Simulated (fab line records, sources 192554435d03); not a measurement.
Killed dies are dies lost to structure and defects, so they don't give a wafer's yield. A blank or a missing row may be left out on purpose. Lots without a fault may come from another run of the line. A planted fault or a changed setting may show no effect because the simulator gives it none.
fab line records | flow n5_finfet
record lots=7 wafers=39
route steps=1938 shown STI_FIN_REVEAL@190
start_h: hours from the record's first day to the start of the lot's first wafer shown | wait_h: hours since the lot's step before | " the same as in the row above | L1.1+2: a row that stands for several wafers | - no value, or no start given | * or withheld: withheld | < > ~ a bound
route shown NAME@n: a module of which the file shows steps, and the number in the route of the first | usual: mean/standard deviation of fault-free wafers | same: alike in all rows | chamber/n: place in a boat | sites: the reading at each site | _std_site: their standard deviation | _edge_site: outer sites' mean less inner sites' | radius_mm: how far each site lies from the wafer's centre | mask NAME#n: copy n | behind: the tool/chamber that last shaped the wafer | hold: why the lot was held/for how many hours/how that ended | device: the transistor (n, p or np) that didn't switch | end of line: the same wafers' tests at the end of the route | a step without rows: its recipe alone | killed: dies lost to structure and defects at the first sort, not the wafer's yield | map: a wafer's dies, x killed, . not, _ none there
set.NAME: the setting as run; set.NAME@STEP: as run at that earlier step | model.NAME: the simulator's own value behind a step, which no gauge read
lots whose settings were changed on purpose; a table a step, a row a wafer
## steps
# step N5_STI_FIN_REVEAL_ETCHBACK_08
# recipe chemistry=C4F6/O2 target=SiO2 target_depth_a=305 time_s=10.167 ion_energy_ev=250 pressure_mtorr=30 source_w=345 bias_w=185 Ar_flow_sccm=300 C4F6_flow_sccm=10 O2_flow_sccm=10
# columns lot.wafer tool chamber start_h wait_h set.target_depth_a
L076.1+2+3+4+5+6 rie_diel-05 3,2,0,0,3,2 46.05 0.2 305
L077.1+2+3 rie_diel-03 1,0,2 52.30 0.2 305
L077.4+5+6 " 3,2,3 " " 262.5
L078.1+3+6 rie_diel-03 1,3,0 58.77 0.2 328.1
L078.2+4+5 " 2,0,1 " " 305
L079.1+3+6 rie_diel-05 2,0,2 66.16 0.2 305
L079.2+4+5 " 3,3,0 " " 293.3
L080.1+5+6 rie_diel-05 3,0,3 70.79 0.4 305
L083.1+2+6 rie_diel-03 3,1,1 88.47 0.2 305
L083.3+4+5 " 2,0,2 " " 330
L090.1+2+3+4+5+6 rie_diel-03 2,3,0,2,3,0 130.08 0.2 305
# step N5_STI_FIN_REVEAL_STRIP_24
# recipe chemistry=N2/H2 time_s=90 power_w=100 temp_c=40 pressure_mtorr=100 rf_frequency_hz=6e+07 bias_power_w=3 n2_flow_sccm=300 h2_flow_sccm=300
# step N5_STI_FIN_REVEAL_PRECLEAN_25
# recipe chemistry=SPM time_s=90 temp_c=120 mix=4:1
# step N5_STI_FIN_REVEAL_SRD_23
# recipe dry=ipa_marangoni time_s=30 temp_c=23 rinse_liquid=diw
# step N5_STI_FIN_REVEAL_FIN_H_MEAS_10
# usual trench_depth_nm=52.1/0.79
# columns lot.wafer tool chamber start_h wait_h set.target_depth_a@STI_FIN_REVEAL_ETCHBACK_08 trench_depth_nm
L076.1 ocd-01 - 49.01 0.0 305 52.4
L076.2 " - " " 305 51.4
L076.3 " - " " 305 51.7
L076.4 " - " " 305 51.8
L076.5 " - " " 305 52.7
L076.6 " - " " 305 52.0
L077.1 ocd-02 - 55.25 0.0 305 51.8
L077.2 " - " " 305 51.9
L077.3 " - " " 305 52.1
L077.4 " - " " 262.5 45.3
L077.5 " - " " 262.5 47.7
L077.6 " - " " 262.5 46.1
L078.1 ocd-02 - 61.72 0.0 328.1 53.9
L078.2 " - " " 305 52.1
L078.3 " - " " 328.1 52.0
L078.4 " - " " 305 52.6
L078.5 " - " " 305 50.8
L078.6 " - " " 328.1 54.5
L079.1 ocd-01 - 69.11 0.0 305 52.4
L079.2 " - " " 293.3 51.0
L079.3 " - " " 305 52.2
L079.4 " - " " 293.3 50.9
L079.5 " - " " 293.3 50.6
L079.6 " - " " 305 52.4
L080.1 ocd-02 - 73.75 0.0 305 52.4
L080.5 " - " " 305 52.1
L080.6 " - " " 305 53.2
L083.1 ocd-02 - 91.44 0.0 305 53.1
L083.2 " - " " 305 52.3
L083.3 " - " " 330 55.1
L083.4 " - " " 330 55.4
L083.5 " - " " 330 55.3
L083.6 " - " " 305 52.5
L090.1 ocd-02 - 133.03 0.0 305 52.4
L090.2 " - " " 305 52.8
L090.3 " - " " 305 52.9
L090.4 " - " " 305 52.4
L090.5 " - " " 305 52.8
L090.6 " - " " 305 52.7
## key
split step=N5_STI_FIN_REVEAL_ETCHBACK_08 setting=target_depth_a stated=305 by=wafer
response step=N5_STI_FIN_REVEAL_FIN_H_MEAS_10 reading=trench_depth_nm change=+0.353 per=1% r=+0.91
